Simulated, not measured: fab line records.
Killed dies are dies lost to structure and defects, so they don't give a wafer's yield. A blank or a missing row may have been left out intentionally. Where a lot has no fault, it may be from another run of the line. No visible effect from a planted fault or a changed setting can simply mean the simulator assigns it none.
Matching of chambers -- flow n5-finfet -- rie-diel-03 running N5_BEOL_M10_ETCH_65: 4 sister chambers
The step etches SiARC in CF4, target depth 39 nm, time 65 s. 4 wafers are shown with their chamber, then 9 later ones without.

== WAFERS PAIRED WITH THEIR CHAMBERS ==
wafer,chamber,drypump-motor-current-A (A)
L085.4,2,5.3
L088.5,1,6.3
L090.4,0,5.8
L090.5,3,5.5

== WAFERS WITH NO CHAMBER GIVEN ==
wafer,drypump-motor-current-A (A)
L092.1,5.8
L092.4,5.4
L092.6,5.5
L096.4,6.3
L096.5,6.3
L096.6,5.8
L097.1,5.8
L097.4,5.4
L097.5,5.8

== THE CHAMBER EACH PASSED THROUGH ==
wafer,from the rows above,in truth
L092.1,0,0
L092.4,can't be placed: 3 or 2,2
L092.6,3,3
L096.4,1,1
L096.5,1,1
L096.6,0,0
L097.1,0,0
L097.4,can't be placed: 3 or 2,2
L097.5,0,0
Placed correctly: 7 of 9. Not placeable from these rows: 2 (in 2, the candidates include the true chamber). Number placed wrongly: 0.
How it was worked out, from the rows above alone: a wafer's distance from a chamber is the root of the sum, over the readings, of the square of ((its reading less the chamber's mean) divided by the reading's scatter). The wafer belongs to the nearest chamber; if the next one is less than 2 further off, it can't be placed. The mean given for a chamber averages the wafers shown for that chamber. The scatter (one wafer shown for each chamber): square how far every hidden wafer sits from the nearest shown wafer, average those squares and take the square root.
